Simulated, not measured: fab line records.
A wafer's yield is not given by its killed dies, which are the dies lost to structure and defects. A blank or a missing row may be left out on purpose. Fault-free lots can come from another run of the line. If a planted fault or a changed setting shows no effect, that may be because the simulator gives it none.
fab line records -- flow n5_finfet -- part 2 of 2: steps 5 to 6 of 6
record: lots: 20, wafers: 60, last_day: 18
route steps=1938 shown WELL_APT@44 PMOS_HMC_CHANNEL_EPI@71 FIN_SAQP@134 FIN_CUT@166
lots that met no fault: taken from a fault-free run of the same line
start_h: the number of hours between the record's first day and the start of the first shown wafer of the lot -- wait_h: hours elapsed since this lot's preceding step -- " same as the row above -- L1.1+2: one row covering several wafers at once -- - either no value or no given start -- * or withheld: withheld -- < > ~ a bound
route shown NAME@n: NAME is a module with steps in the file, n the number in the route of the first one -- usual: mean/standard deviation of fault-free wafers -- same: alike in all rows -- chamber/n: place in a boat -- sites: each site's reading -- _std_site: their standard deviation -- _edge_site: the outer-site mean with the inner-site mean subtracted -- radius_mm: for every site, how far away it sits from the centre of the wafer -- mask NAME#n: copy n -- behind: the most recent tool/chamber to have shaped the wafer -- hold: what put the lot on hold/how long, in hours/how the hold closed -- device: names the non-switching transistor (n, p or np) -- end of line: the tests these same wafers got at the end of their route -- where a step has no rows: the recipe by itself -- killed: dies that structure and defects cost at the first sort, which is not the same as the wafer's yield -- map: a wafer's dies, x killed, . not, _ none there
set.NAME: the setting the step ran with; set.NAME@STEP: the setting that earlier step ran with -- model.NAME: the simulator's own value behind a step, which no gauge read
a sample of lots followed through the steps of the route, with each step as a table and each wafer as a row
services: when a tool's chamber went out of use (start_h, in hours from the record's first day, below 0 if earlier), for how many hours, and the reason
== steps ==
step: N5_FIN_CUT_STRIP_24
recipe: chemistry: CF4, resist: SiARC, power_w: 300, bias_power_w: 75, pressure_mtorr: 50, cf4_flow_sccm: 150, rf_frequency_hz: 6e+07
usual: bias_power_w: 75.01/0.21, drypump_motor_current_A: 5.9/0.36, oes_product_au: 0.78/0.092, rf_vpp_V: 271.0/1.6, showerhead_plenum_p_Torr: 1.79/0.061, throttle_valve_pct: 13.61/0.25
lot.wafer,tool,chamber,start_h,wait_h,bias_power_w,drypump_motor_current_A,oes_product_au,rf_hours_counter_h,rf_vpp_V,showerhead_plenum_p_Torr,throttle_valve_pct
L075.2,rie_diel-02,1,38.79,0.0,75.34,5.9,0.79,100,272.8,1.81,13.64
L075.4,rie_diel-02,2,38.79,0.0,75.32,5.3,0.67,245,271.7,1.83,13.88
L075.6,rie_diel-02,3,38.79,0.0,75.19,5.9,0.68,-,272.5,1.84,13.91
L076.1,rie_diel-02,2,39.70,0.0,74.65,5.2,0.67,245,271.7,1.83,13.88
L076.3,rie_diel-02,1,39.70,0.0,74.52,5.9,0.79,100,271.2,1.81,13.67
L076.6,rie_diel-02,2,39.70,0.0,75.09,5.2,0.66,-,270.5,1.83,13.89
L077.1,rie_diel-06,2,47.53,0.0,74.98,5.9,0.78,94,272.8,1.88,13.24
L077.3,rie_diel-06,3,47.53,0.0,74.89,5.8,0.89,30,270.6,1.74,13.58
L077.6,rie_diel-06,0,47.53,0.0,75.21,5.9,0.69,-,274.8,1.85,13.71
L078.3,rie_diel-06,2,52.52,0.0,75.04,5.9,0.78,94,274.2,1.88,13.23
L078.4,rie_diel-06,3,52.52,0.0,75.02,5.8,0.89,30,269.8,1.74,13.58
L078.5,rie_diel-06,1,52.52,0.0,75.15,5.9,0.71,-,269.2,1.72,13.82
L079.3,rie_diel-06,1,56.90,0.0,75.01,5.9,0.71,211,269.1,1.72,13.82
L079.4,rie_diel-06,2,56.90,0.0,74.88,5.9,0.78,95,273.8,1.88,13.24
L079.6,rie_diel-06,3,56.90,0.0,75.35,5.9,0.89,-,269.5,1.74,13.57
L080.1,rie_diel-02,1,63.26,0.0,75.12,5.9,0.78,110,272.0,1.80,13.69
L080.3,rie_diel-02,2,63.26,0.0,74.92,5.2,0.67,251,270.5,1.83,13.89
L080.6,rie_diel-02,1,63.26,0.0,75.23,5.9,0.78,-,270.2,1.80,13.67
L081.2,rie_diel-04,0,68.97,0.0,75.10,6.3,0.71,213,268.8,1.70,13.85
L081.3,rie_diel-04,3,68.97,0.0,75.14,5.4,0.89,19,274.2,1.84,13.14
L081.5,rie_diel-04,3,68.97,0.0,75.04,5.4,0.89,-,271.7,1.84,13.14
L082.1,rie_diel-06,3,74.49,0.0,74.80,5.8,0.88,38,270.6,1.74,13.60
L082.2,rie_diel-06,1,74.49,0.0,74.89,5.9,0.70,218,268.5,1.71,13.83
L082.4,rie_diel-06,1,74.49,0.0,75.43,5.9,0.70,-,269.8,1.71,13.85
L083.1,rie_diel-02,3,82.03,0.0,74.89,5.9,0.96,4,271.8,1.83,13.33
L083.2,rie_diel-02,1,82.03,0.0,75.43,5.9,0.77,118,271.1,1.80,13.68
L083.4,rie_diel-02,3,82.03,0.0,74.84,5.9,0.97,-,271.6,1.84,13.35
L084.1,rie_diel-06,0,87.41,0.0,74.66,5.9,0.95,2,273.1,1.85,13.15
L084.2,rie_diel-06,1,87.41,0.0,75.05,5.9,0.70,223,270.7,1.71,13.85
L084.6,rie_diel-06,0,87.41,0.0,74.93,5.8,0.96,-,272.6,1.85,13.17
L085.2,rie_diel-04,1,93.76,0.0,75.26,5.7,0.69,209,270.1,1.78,13.78
L085.3,rie_diel-04,3,93.76,0.0,74.95,5.4,0.88,26,273.0,1.83,13.16
L085.6,rie_diel-04,1,93.76,0.0,75.03,5.8,0.69,-,272.2,1.78,13.80
L086.1,rie_diel-04,1,104.42,0.0,75.06,5.8,0.69,213,270.4,1.78,13.77
L086.3,rie_diel-04,3,104.42,0.0,75.05,5.4,0.87,30,271.6,1.83,13.17
L086.6,rie_diel-04,1,104.42,0.0,75.33,5.8,0.70,-,271.0,1.78,13.79
L087.1,rie_diel-04,0,108.23,0.0,75.43,6.3,0.70,227,267.7,1.70,13.88
L087.3,rie_diel-04,3,108.23,0.0,74.90,5.4,0.88,32,271.2,1.83,13.18
L087.6,rie_diel-04,3,108.23,0.0,75.36,5.4,0.87,-,273.4,1.83,13.18
L088.2,rie_diel-06,1,112.72,0.0,75.32,5.9,0.70,230,270.7,1.71,13.85
L088.3,rie_diel-06,3,112.72,0.0,75.00,5.9,0.86,49,269.9,1.73,13.63
L088.5,rie_diel-06,1,112.72,0.0,74.86,5.9,0.69,-,268.1,1.71,13.86
L089.2,rie_diel-02,2,120.41,0.0,75.11,5.2,0.96,7,271.2,1.83,13.36
L089.3,rie_diel-02,0,120.41,0.0,75.02,6.5,0.72,203,268.7,1.71,13.74
L089.4,rie_diel-02,3,120.41,0.0,74.93,5.9,0.92,16,272.6,1.83,13.40
L090.1,rie_diel-06,0,123.27,0.0,74.99,5.9,0.92,12,271.7,1.85,13.18
L090.4,rie_diel-06,1,123.27,0.0,74.88,5.9,0.69,233,269.8,1.71,13.86
L090.5,rie_diel-06,2,123.27,0.0,74.37,5.9,0.76,-,272.4,1.87,13.29
L093.1,rie_diel-02,1,141.48,0.0,75.35,5.9,0.76,136,271.6,1.80,13.73
L093.2,rie_diel-02,0,141.48,0.0,74.81,6.5,0.72,210,268.9,1.71,13.75
L093.4,rie_diel-02,2,141.48,0.0,74.46,5.2,0.94,14,272.3,1.83,13.36
L094.1,rie_diel-04,3,147.94,0.0,75.02,5.4,0.84,49,270.9,1.83,13.21
L094.2,rie_diel-04,0,147.94,0.0,74.80,6.3,0.68,243,268.6,1.69,13.92
L094.5,rie_diel-04,1,147.94,0.0,74.78,5.8,0.68,-,270.3,1.77,13.83
L095.2,rie_diel-02,1,153.44,0.0,74.57,5.9,0.76,139,270.9,1.80,13.74
L095.3,rie_diel-02,2,153.44,0.0,74.72,5.2,0.93,17,271.0,1.83,13.37
L095.4,rie_diel-02,0,153.44,0.0,74.86,6.5,0.71,213,269.3,1.71,13.74
L097.2,rie_diel-02,1,168.08,0.0,75.06,5.9,0.75,145,271.5,1.79,13.76
L097.4,rie_diel-02,0,168.08,0.0,74.99,6.5,0.71,-,270.1,1.71,13.78
L097.5,rie_diel-02,3,168.08,0.0,75.22,5.9,0.89,-,273.1,1.83,13.42
step: N5_FIN_CUT_CUT_ETCH_27
recipe: chemistry: CHF3/O2, target: SiO2, target_depth_a: 40, mask_material: SOC, overetch_a: 20, time_s: 4.9, pressure_mtorr: 30, source_w: 650, bias_w: 170, Ar_flow_sccm: 200, CHF3_flow_sccm: 50, O2_flow_sccm: 5, ion_energy_ev: 200
usual: drypump_motor_current_A: 5.9/0.36, oes_product_au: 0.62/0.074, rf_vpp_V: 525/9, showerhead_plenum_p_Torr: 2.40/0.084, throttle_valve_pct: 18.88/0.23
lot.wafer,tool,chamber,start_h,wait_h,drypump_motor_current_A,oes_product_au,rf_hours_counter_h,rf_vpp_V,showerhead_plenum_p_Torr,throttle_valve_pct
L075.2,rie_diel-02,1,38.86,0.0,5.9,0.63,100,533,2.43,18.95
L075.4,rie_diel-02,2,38.86,0.0,5.2,0.53,245,530,2.47,19.05
L075.6,rie_diel-02,3,38.86,0.0,5.9,0.54,-,505,2.48,19.18
L076.1,rie_diel-02,2,39.76,0.0,5.2,0.54,245,530,2.47,19.07
L076.3,rie_diel-02,1,39.76,0.0,5.9,0.63,100,531,2.43,18.96
L076.6,rie_diel-02,2,39.76,0.0,5.2,0.53,-,532,2.47,19.06
L077.1,rie_diel-06,2,47.60,0.0,5.9,0.62,94,526,2.52,18.43
L077.3,rie_diel-06,3,47.60,0.0,5.8,0.71,30,530,2.37,19.13
L077.6,rie_diel-06,0,47.60,0.0,5.9,0.54,-,521,2.48,18.81
L078.3,rie_diel-06,2,52.58,0.0,6.0,0.64,94,526,2.52,18.43
L078.4,rie_diel-06,3,52.58,0.0,5.9,0.71,30,532,2.37,19.12
L078.5,rie_diel-06,1,52.58,0.0,5.9,0.57,-,525,2.28,18.94
L079.3,rie_diel-06,1,56.97,0.0,6.0,0.56,211,525,2.28,18.95
L079.4,rie_diel-06,2,56.97,0.0,5.9,0.62,95,525,2.52,18.42
L079.6,rie_diel-06,3,56.97,0.0,5.9,0.71,-,532,2.37,19.11
L080.1,rie_diel-02,1,63.32,0.0,5.8,0.63,110,531,2.42,18.96
L080.3,rie_diel-02,2,63.32,0.0,5.3,0.53,251,531,2.47,19.07
L080.6,rie_diel-02,1,63.32,0.0,5.9,0.63,-,531,2.42,18.97
L081.2,rie_diel-04,0,69.03,0.0,6.3,0.57,213,534,2.28,19.04
L081.3,rie_diel-04,3,69.03,0.0,5.5,0.72,19,524,2.47,18.48
L081.5,rie_diel-04,3,69.03,0.0,5.5,0.72,-,523,2.47,18.48
L082.1,rie_diel-06,3,74.55,0.0,5.9,0.69,38,531,2.36,19.16
L082.2,rie_diel-06,1,74.55,0.0,5.9,0.56,218,524,2.28,18.95
L082.4,rie_diel-06,1,74.55,0.0,5.9,0.56,-,524,2.28,18.96
L083.1,rie_diel-02,3,82.10,0.0,5.9,0.78,4,505,2.48,18.71
L083.2,rie_diel-02,1,82.10,0.0,5.9,0.63,118,531,2.42,18.99
L083.4,rie_diel-02,3,82.10,0.0,5.9,0.78,-,507,2.48,18.73
L084.1,rie_diel-06,0,87.48,0.0,5.9,0.76,2,523,2.48,18.43
L084.2,rie_diel-06,1,87.48,0.0,5.9,0.56,223,524,2.28,18.96
L084.6,rie_diel-06,0,87.48,0.0,5.8,0.76,-,521,2.48,18.44
L085.2,rie_diel-04,1,93.82,0.0,5.8,0.56,209,511,2.40,19.06
L085.3,rie_diel-04,3,93.82,0.0,5.4,0.71,26,525,2.47,18.50
L085.6,rie_diel-04,1,93.82,0.0,5.7,0.55,-,512,2.40,19.06
L086.1,rie_diel-04,1,104.48,0.0,5.8,0.56,213,512,2.40,19.07
L086.3,rie_diel-04,3,104.48,0.0,5.4,0.70,30,524,2.47,18.48
L086.6,rie_diel-04,1,104.48,0.0,5.8,0.55,-,511,2.40,19.08
L087.1,rie_diel-04,0,108.30,0.0,6.4,0.56,227,535,2.28,19.07
L087.3,rie_diel-04,3,108.30,0.0,5.5,0.69,32,522,2.47,18.50
L087.6,rie_diel-04,3,108.30,0.0,5.4,0.69,-,523,2.47,18.51
L088.2,rie_diel-06,1,112.78,0.0,5.9,0.56,230,523,2.28,18.98
L088.3,rie_diel-06,3,112.78,0.0,5.9,0.69,49,532,2.36,19.15
L088.5,rie_diel-06,1,112.78,0.0,5.9,0.56,-,523,2.28,18.96
L089.2,rie_diel-02,2,120.47,0.0,5.2,0.76,7,531,2.47,18.71
L089.3,rie_diel-02,0,120.47,0.0,6.5,0.57,203,528,2.30,18.96
L089.4,rie_diel-02,3,120.47,0.0,5.9,0.74,16,507,2.47,18.75
L090.1,rie_diel-06,0,123.33,0.0,5.9,0.73,12,523,2.47,18.46
L090.4,rie_diel-06,1,123.33,0.0,6.0,0.55,233,524,2.27,18.95
L090.5,rie_diel-06,2,123.33,0.0,5.9,0.61,-,526,2.51,18.46
L093.1,rie_diel-02,1,141.55,0.0,5.9,0.61,136,529,2.41,19.02
L093.2,rie_diel-02,0,141.55,0.0,6.5,0.57,210,527,2.30,18.97
L093.4,rie_diel-02,2,141.55,0.0,5.2,0.74,14,531,2.46,18.73
L094.1,rie_diel-04,3,148.01,0.0,5.4,0.68,49,524,2.46,18.53
L094.2,rie_diel-04,0,148.01,0.0,6.3,0.54,243,534,2.27,19.11
L094.5,rie_diel-04,1,148.01,0.0,5.8,0.54,-,513,2.39,19.08
L095.2,rie_diel-02,1,153.50,0.0,5.9,0.61,139,531,2.41,19.02
L095.3,rie_diel-02,2,153.50,0.0,5.2,0.74,17,529,2.46,18.73
L095.4,rie_diel-02,0,153.50,0.0,6.6,0.57,213,527,2.30,18.96
L097.2,rie_diel-02,1,168.14,0.0,5.9,0.59,145,530,2.41,19.04
L097.4,rie_diel-02,0,168.14,0.0,6.5,0.57,-,527,2.29,18.95
L097.5,rie_diel-02,3,168.14,0.0,5.9,0.71,-,507,2.47,18.76
== services ==
tool,chamber,start_h,hours,kind
rie_diel-06,-,10.40,2.0,repair
rie_diel-05,0,18.93,2.9,repair
rie_diel-03,0,45.39,4.0,repair
rie_diel-02,0,50.13,6.4,repair
rie_diel-02,2,52.59,7.0,repair
rie_diel-02,3,59.63,-,clean
rie_diel-02,3,59.63,-,consumable_replace:focus_ring
rie_diel-02,3,59.63,14.3,scheduled_down
rie_diel-02,3,59.63,14.3,vent_cycle
rie_diel-06,0,60.17,-,clean
rie_diel-01,-,73.72,1.2,repair
rie_diel-02,2,73.95,-,clean
rie_diel-02,2,73.95,-,consumable_replace:focus_ring
rie_diel-02,2,73.95,23.0,scheduled_down
rie_diel-02,2,73.95,23.0,vent_cycle
rie_diel-06,-,75.17,0.9,repair
rie_diel-01,1,77.18,4.7,repair
rie_diel-04,2,96.92,132.0,repair
rie_diel-01,3,100.79,8.7,repair
rie_diel-01,-,135.57,0.8,repair
rie_diel-05,1,148.75,2.2,repair
rie_diel-05,0,152.80,25.5,repair
rie_diel-05,1,160.48,5.4,repair
rie_diel-02,2,161.44,8.3,repair
